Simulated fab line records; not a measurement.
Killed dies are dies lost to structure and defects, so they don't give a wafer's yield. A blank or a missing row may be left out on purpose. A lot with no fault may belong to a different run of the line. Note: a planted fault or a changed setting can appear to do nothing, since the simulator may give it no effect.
Matching of chambers + flow n5 finfet + rie diel-04 running N5_SD_EPI_P_ETCH_16: 4 sister chambers
The step etches SiO2 in CHF3/O2, target depth 5 nm. 24 wafers are shown with their chamber, then 12 later ones without.

WAFERS, EACH WITH ITS CHAMBER
| wafer  | chamber | drypump motor current A (A) | rf vpp V (V) | showerhead plenum p Torr (Torr) |
|--------|---------|-----------------------------|--------------|---------------------------------|
| L074.3 | 0       | 6.0                         | 540          | 2.33                            |
| L074.4 | 0       | 6.0                         | 540          | 2.33                            |
| L074.5 | 2       | 4.8                         | 512          | 2.38                            |
| L075.2 | 3       | 4.9                         | 517          | 2.41                            |
| L075.5 | 1       | 5.5                         | 527          | 2.47                            |
| L075.6 | 2       | 4.8                         | 513          | 2.38                            |
| L078.2 | 1       | 5.5                         | 527          | 2.46                            |
| L078.4 | 3       | 4.9                         | 517          | 2.40                            |
| L078.6 | 0       | 6.0                         | 539          | 2.33                            |
| L079.4 | 1       | 5.5                         | 528          | 2.46                            |
| L079.5 | 2       | 4.9                         | 511          | 2.38                            |
| L079.6 | 3       | 4.9                         | 518          | 2.40                            |
| L082.2 | 1       | 5.5                         | 525          | 2.46                            |
| L082.4 | 3       | 4.9                         | 517          | 2.40                            |
| L082.5 | 2       | 4.8                         | 512          | 2.38                            |
| L085.3 | 0       | 6.0                         | 541          | 2.32                            |
| L085.4 | 2       | 4.8                         | 510          | 2.38                            |
| L085.5 | 3       | 4.9                         | 516          | 2.40                            |
| L087.3 | 2       | 4.8                         | 513          | 2.37                            |
| L087.5 | 2       | 4.8                         | 513          | 2.37                            |
| L087.6 | 0       | 6.1                         | 539          | 2.32                            |
| L090.2 | 1       | 5.5                         | 524          | 2.45                            |
| L090.3 | 0       | 6.0                         | 538          | 2.32                            |
| L090.6 | 0       | 6.0                         | 538          | 2.32                            |

SIGNATURES (means of the wafers above)
| reading                  | chamber 0 | chamber 1 | chamber 2 | chamber 3 | scatter within a chamber |
|--------------------------|-----------|-----------|-----------|-----------|--------------------------|
| drypump motor current A  | 6.014     | 5.500     | 4.814     | 4.900     | 0.0293                   |
| rf vpp V                 | 539.29    | 526.20    | 512.00    | 517.00    | 1.19                     |
| showerhead plenum p Torr | 2.3243    | 2.4600    | 2.3771    | 2.4020    | 0.00545                  |
Rule: a wafer lies at a distance from a chamber equal to the root of the sum of squares, over the readings, of (its reading less the chamber's mean, divided by the reading's scatter). The wafer belongs to the nearest chamber; if the next one is less than 2 further off, it can't be placed. The scatter: the root of (the sum of the squares of (reading less its chamber's mean) over the shown wafers, divided by (wafers less chambers)).

WAFERS WITHOUT THEIR CHAMBER
| wafer  | drypump motor current A (A) | rf vpp V (V) | showerhead plenum p Torr (Torr) |
|--------|-----------------------------|--------------|---------------------------------|
| L091.1 | 6.1                         | 540          | 2.32                            |
| L091.3 | 4.8                         | 511          | 2.37                            |
| L091.4 | 5.5                         | 526          | 2.45                            |
| L094.2 | 5.5                         | 526          | 2.45                            |
| L094.3 | 4.9                         | 516          | 2.39                            |
| L094.6 | 5.5                         | 526          | 2.45                            |
| L096.1 | 4.8                         | 511          | 2.37                            |
| L096.3 | 4.9                         | 515          | 2.39                            |
| L096.4 | 5.5                         | 525          | 2.45                            |
| L097.1 | 6.0                         | 540          | 2.31                            |
| L097.2 | 5.5                         | 526          | 2.45                            |
| L097.5 | 4.9                         | 517          | 2.39                            |

WHICH CHAMBER EACH WENT THROUGH
| wafer  | from the rows above     | in truth |
|--------|-------------------------|----------|
| L091.1 | 0                       | 0        |
| L091.3 | 2                       | 2        |
| L091.4 | 1                       | 1        |
| L094.2 | 1                       | 1        |
| L094.3 | 3                       | 3        |
| L094.6 | 1                       | 1        |
| L096.1 | 2                       | 2        |
| L096.3 | can't be placed: 3 or 2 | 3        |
| L096.4 | 1                       | 1        |
| L097.1 | 0                       | 0        |
| L097.2 | 1                       | 1        |
| L097.5 | 3                       | 3        |
Correct placement for 11 of the 12. Unplaceable from these rows: 1, with the true chamber sitting among the candidates in 1. 0 placed wrongly.
